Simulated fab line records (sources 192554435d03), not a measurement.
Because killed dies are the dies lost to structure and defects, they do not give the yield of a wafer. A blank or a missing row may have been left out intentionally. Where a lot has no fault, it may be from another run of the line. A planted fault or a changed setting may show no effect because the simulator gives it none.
Lot-split experiment ; flow n5Finfet ; 21 wafers read from 7 lots, route of 1938 steps

## THE SPLIT ITSELF
At N5_BEOL_M7_PECVD_70 (deposits SiO2 from TEOS/O2, target thk 20 nm, time 22.7 s), the setting tempC was moved away from the recipe's 400 C on 7 of the 21 wafers read, by -2.7% to +4.2%. The other wafers ran this setting at the recipe's value.

## FROM THE SPLIT TO THE READING: what the file shows between them, 9 steps
- N5_BEOL_M7_COAT_60: time 60 s, resist thk 35 nm (also split here: spinRpm)
- N5_BEOL_M7_COAT_05: resist thk 90 nm
- N5_BEOL_M7_EBR_07
- N5_BEOL_M7_DESCUM_16: chemistry O2, time 7.9 s
- N5_BEOL_M7_ETCH_61: etches SiARC in CF4, target depth 45.5 nm, time 75.8 s
- N5_BEOL_M7_ETCH_62: etches SOC in N2/H2, target depth 110 nm, overetch 22 nm, time 165 s
- N5_BEOL_M7_STRIP_68: strips in N2/H2
- N5_BEOL_M7_STRIP_67: strips in CF4
- N5_BEOL_M7_STRIP_80: strips in N2/H2, time 10 s

## THE READING
SiO2_of_BEOL_M7_PECVD_70.thkNm (the simulator's own value, which no gauge read), in nm, at N5_BEOL_M7_HM_STRIP_39 (strips TiN in peroxide tin strip, target depth 25 nm, time 158 s). The file gives no usual value for it. The 14 wafers here that ran the recipe average 19.9 nm, standard deviation 0.23 nm.

wafer;tool, chamber at the split;tempC as run, C;against the recipe;SiO2_of_BEOL_M7_PECVD_70.thkNm, nm;against lot-mates on the recipe
L077.1;pecvd-01, 1;407.7;+1.9%;18.4;-1.6
L077.2;pecvd-01, 0;407.7;+1.9%;19;-1.0
L077.5;pecvd-01, 0;400;recipe;20;-
L078.1;pecvd-02, 1,0;400;recipe;19.8;-
L078.4;pecvd-02, 0;400;recipe;19.6;-
L078.6;pecvd-02, 1,0;400;recipe;20;-
L086.2;pecvd-01, 2,1;400;recipe;19.6;-
L086.4;pecvd-01, 2,1;400;recipe;19.6;-
L086.5;pecvd-01, 0;400;recipe;20.2;-
L087.2;pecvd-01, 0;400;recipe;20;-
L087.5;pecvd-01, 1;400;recipe;20;-
L087.3;pecvd-01, 2;416.7;+4.2%;17.6;-2.4
L093.1;pecvd-03, 1;400;recipe;19.8;-
L093.2;pecvd-03, 0;400;recipe;20.2;-
L093.6;pecvd-03, 1;400;recipe;20.4;-
L094.3;pecvd-01, 0;389.4;-2.7%;21.4;+1.4
L094.4;pecvd-01, 0;389.4;-2.7%;21.8;+1.8
L094.5;pecvd-01, 2;400;recipe;20;-
L097.3;pecvd-03, 1;400;recipe;20;-
L097.4;pecvd-03, 2;413.9;+3.5%;18.4;-1.6
L097.6;pecvd-03, 1;413.9;+3.5%;18.2;-1.8
When a row names more than one chamber, that row covers several wafers, and the file does not tell which wafer ran in which chamber.

FIT RESULTS
A straight line over all 21 wafers: SiO2_of_BEOL_M7_PECVD_70.thkNm changes by -0.556 nm for each +1% of tempC; r = -0.97; the points scatter about the line by 0.26 nm.
The same after taking each lot's own level away (the mean of its wafers on the recipe; 21 wafers): -0.562 nm for each +1%; r = -0.97; scatter 0.23 nm.
Per that fit: largest tempC move, reading shift of 2.3 nm.
Across the lots, their own levels run from 19.80 to 20.13 nm, a range of 1.4 times the standard deviation given above.
The two slopes are in agreement: the lot-to-lot level therefore moves the slope only a little.
Check: for one of the wafers moved furthest among these (+4.2%), held out of the fit, the line's prediction against its lot-mates is -2.31 nm. It came out at -2.4 nm against them.

## OTHER SPLITS ON THESE WAFERS
Before the reading, these wafers also passed through other splits. Each is held against what the fit with the lots' levels taken away leaves over:
other split on the same wafers;wafers away from the commonest value;r with SiO2_of_BEOL_M7_PECVD_70.thkNm (lot level and that fit taken away)
N5_BEOL_M3_ETCH_41 targetDepthA;5;-0.02
N5_BEOL_M4_EXPOSE_25 doseMj;7;-0.60
N5_BEOL_M4_DESCUM_33 timeS;8;-0.03
N5_BEOL_M5_COAT_74 spinRpm;8;-0.26
N5_BEOL_M5_EXPOSE_25 doseMj;6;+0.27
N5_BEOL_M6_PECVD_70 timeS;7;-0.21
N5_BEOL_M7_COAT_60 spinRpm;7;-0.08

## THE WHOLE CHAIN: every reading that the file lists as answering this split, in the file's order
step;what it does;reading;change (the file's fit);r (the file's)
N5_BEOL_M7_PECVD_70;deposits SiO2 from TEOS/O2, target thk 20 nm, time 22.7 s;SiO2_of_BEOL_M7_PECVD_70.thkNm (the simulator's own value, which no gauge read);-0.55 nm for each +1% of the setting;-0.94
N5_BEOL_M7_HM_STRIP_39;strips TiN in peroxide tin strip, target depth 25 nm, time 158 s;SiO2_of_BEOL_M7_PECVD_70.thkNm (the simulator's own value, which no gauge read);-0.563 nm for each +1% of the setting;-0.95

## THE FILE'S OWN FIT
SiO2_of_BEOL_M7_PECVD_70.thkNm changes by -0.563 nm for each +1% of tempC, r = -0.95.
